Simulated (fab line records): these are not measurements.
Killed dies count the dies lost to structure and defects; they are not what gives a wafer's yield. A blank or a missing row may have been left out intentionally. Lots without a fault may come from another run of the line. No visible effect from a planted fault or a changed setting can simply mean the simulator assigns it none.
Split-lot experiment :: flow n5 finfet :: 21 wafers read from 7 lots, route of 1938 steps

== ON THE SPLIT ==
At N5_BEOL_M2_ILD_DEP_00 (deposits SiOC from DEMS/O2, target thk 79 nm, time 15.3 s), the setting time s was moved away from the recipe's 15.3 s on 4 of the 21 wafers read, by -9.3% to +9.7%. The other wafers ran this setting at the recipe's value.

There is no step in the file separating the split from the reading.

== THE READING ==
Values of M2_ILD_THK in nm from N5_BEOL_M2_THK_MEAS_01. Fault-free wafers of this fab line usually give 79.1 nm, standard deviation 1 nm.

wafer: L074.1
tool, chamber at the split: pecvd-03, 1
time s as run, s: 15.3
against the recipe: recipe
M2_ILD_THK, nm: 78.2
against lot-mates on the recipe: -

wafer: L074.3
tool, chamber at the split: pecvd-03, 1
time s as run, s: 15.3
against the recipe: recipe
M2_ILD_THK, nm: 80.1
against lot-mates on the recipe: -

wafer: L074.6
tool, chamber at the split: pecvd-03, 1
time s as run, s: 15.3
against the recipe: recipe
M2_ILD_THK, nm: 79.8
against lot-mates on the recipe: -

wafer: L076.2
tool, chamber at the split: pecvd-03, 2
time s as run, s: 15.3
against the recipe: recipe
M2_ILD_THK, nm: 78.9
against lot-mates on the recipe: -

wafer: L076.3
tool, chamber at the split: pecvd-03, 1
time s as run, s: 16.42
against the recipe: +7.3%
M2_ILD_THK, nm: 85.3
against lot-mates on the recipe: +5.8

wafer: L076.4
tool, chamber at the split: pecvd-03, 1
time s as run, s: 15.3
against the recipe: recipe
M2_ILD_THK, nm: 80.0
against lot-mates on the recipe: -

wafer: L078.4
tool, chamber at the split: pecvd-03, 0
time s as run, s: 15.3
against the recipe: recipe
M2_ILD_THK, nm: 79.8
against lot-mates on the recipe: -

wafer: L078.5
tool, chamber at the split: pecvd-03, 1
time s as run, s: 16.78
against the recipe: +9.7%
M2_ILD_THK, nm: 87.2
against lot-mates on the recipe: +7.2

wafer: L078.6
tool, chamber at the split: pecvd-03, 2
time s as run, s: 15.3
against the recipe: recipe
M2_ILD_THK, nm: 80.3
against lot-mates on the recipe: -

wafer: L082.2
tool, chamber at the split: pecvd-04, 2
time s as run, s: 15.3
against the recipe: recipe
M2_ILD_THK, nm: 78.9
against lot-mates on the recipe: -

wafer: L082.4
tool, chamber at the split: pecvd-04, 0
time s as run, s: 15.3
against the recipe: recipe
M2_ILD_THK, nm: 80.6
against lot-mates on the recipe: -

wafer: L082.6
tool, chamber at the split: pecvd-04, 1
time s as run, s: 15.3
against the recipe: recipe
M2_ILD_THK, nm: 79.7
against lot-mates on the recipe: -

wafer: L084.2
tool, chamber at the split: pecvd-03, 2
time s as run, s: 15.3
against the recipe: recipe
M2_ILD_THK, nm: 78.9
against lot-mates on the recipe: -

wafer: L084.4
tool, chamber at the split: pecvd-03, 2
time s as run, s: 15.3
against the recipe: recipe
M2_ILD_THK, nm: 80.5
against lot-mates on the recipe: -

wafer: L084.6
tool, chamber at the split: pecvd-03, 0
time s as run, s: 15.3
against the recipe: recipe
M2_ILD_THK, nm: 80.1
against lot-mates on the recipe: -

wafer: L085.3
tool, chamber at the split: pecvd-04, 1
time s as run, s: 13.88
against the recipe: -9.3%
M2_ILD_THK, nm: 70.3
against lot-mates on the recipe: -10.2

wafer: L085.4
tool, chamber at the split: pecvd-04, 0
time s as run, s: 15.3
against the recipe: recipe
M2_ILD_THK, nm: 80.5
against lot-mates on the recipe: -

wafer: L085.5
tool, chamber at the split: pecvd-04, 1
time s as run, s: 13.88
against the recipe: -9.3%
M2_ILD_THK, nm: 71.6
against lot-mates on the recipe: -8.9

wafer: L093.1
tool, chamber at the split: pecvd-03, 1
time s as run, s: 15.3
against the recipe: recipe
M2_ILD_THK, nm: 78.4
against lot-mates on the recipe: -

wafer: L093.4
tool, chamber at the split: pecvd-03, 2
time s as run, s: 15.3
against the recipe: recipe
M2_ILD_THK, nm: 80.1
against lot-mates on the recipe: -

wafer: L093.6
tool, chamber at the split: pecvd-03, 1
time s as run, s: 15.3
against the recipe: recipe
M2_ILD_THK, nm: 80.8
against lot-mates on the recipe: -

THE FIT
A straight line over all 21 wafers: M2_ILD_THK changes by +0.863 nm for each +1% of time s; r = +0.97; the points scatter about the line by 0.83 nm.
The same after taking each lot's own level away (the mean of its wafers on the recipe; 21 wafers): +0.904 nm for each +1%; r = +0.97; scatter 0.87 nm.
According to that fit, moving time s by its largest amount changes the reading by 8.7 nm.
The lots' own levels span 79.37 to 80.50 nm, that is 1.1 times the standard deviation above.
Consequently the slope shifts little with the lot-to-lot level, the two slopes agreeing.
Check: for one of the wafers moved furthest among these (+9.7%), held out of the fit, the line's prediction against its lot-mates is +9.25 nm. Against them it came out at +7.15 nm.

== OTHER SPLITS ON THESE WAFERS ==
Before the reading, these wafers also passed through other splits. Each is held against what the fit with the lots' levels taken away leaves over:
other split on the same wafers: N5_BEOL_M0_SAQP_COAT_34 spin rpm
wafers away from the commonest value: 2
r with M2_ILD_THK (lot level and that fit taken away): -0.02

other split on the same wafers: N5_BEOL_M0_ETCH_138 source w
wafers away from the commonest value: 9
r with M2_ILD_THK (lot level and that fit taken away): +0.03

== THE WHOLE CHAIN: every reading that the file lists as answering this split, in the file's order ==
step: N5_BEOL_M2_ILD_DEP_00
what it does: deposits SiOC from DEMS/O2, target thk 79 nm, time 15.3 s
reading: SiOC_of_BEOL_M2_ILD_DEP_00.thk nm (the simulator's own value, which no gauge read)
change (the file's fit): +0.851 nm for each +1% of the setting
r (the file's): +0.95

step: N5_BEOL_M2_THK_MEAS_01
what it does: 
reading: M2_ILD_THK
change (the file's fit): +0.862 for each +1% of the setting
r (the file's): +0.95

== THE FILE'S OWN FIT ==
M2_ILD_THK changes by +0.862 nm for each +1% of time s, r = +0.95.
